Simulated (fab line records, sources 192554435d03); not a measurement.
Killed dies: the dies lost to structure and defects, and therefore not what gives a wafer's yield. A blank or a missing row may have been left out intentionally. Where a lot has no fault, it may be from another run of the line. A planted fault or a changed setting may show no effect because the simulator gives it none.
Matching of chambers	flow n5Finfet	4 sister chambers for N5_SD_EPI_P_ETCH_36 on rieDiel-02
The step etches SiARC in CF4, target depth 45.5 nm, time 75.8 s. 4 wafers are shown with their chamber, then 10 later ones without.

== WAFERS PAIRED WITH THEIR CHAMBERS ==
wafer	chamber	showerheadPlenumPTorr (Torr)
L085.1	3	2.14
L086.1	2	2.05
L086.6	0	2.20
L087.5	1	2.21

== WAFERS WITHOUT THEIR CHAMBER ==
wafer	showerheadPlenumPTorr (Torr)
L087.6	2.14
L092.1	2.20
L092.4	2.21
L092.6	2.21
L096.1	2.21
L096.2	2.19
L096.4	2.13
L097.3	2.04
L097.4	2.20
L097.6	2.13

== THE CHAMBER EACH PASSED THROUGH ==
wafer	from the rows above	in truth
L087.6	3	3
L092.1	can't be placed: 0 or 1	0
L092.4	can't be placed: 1 or 0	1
L092.6	can't be placed: 1 or 0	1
L096.1	can't be placed: 1 or 0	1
L096.2	can't be placed: 0 or 1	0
L096.4	3	3
L097.3	2	2
L097.4	can't be placed: 0 or 1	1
L097.6	3	3
Placed correctly: 4 of 10. Cannot be placed on the basis of these rows: 6; the candidates contain the true chamber in 6. Wrongly placed: 0.
How it was worked out, from the rows above alone: a wafer's distance from a chamber is the root of the sum, over the readings, of the square of ((its reading less the chamber's mean) divided by the reading's scatter). If the next closest chamber is less than 2 further off than the closest, the wafer can't be placed; otherwise it belongs to the closest. Each chamber's mean is taken over the wafers shown for it. The scatter: with one shown wafer a chamber, the root of the mean of the squares of how far each hidden wafer lies from its nearest shown one.
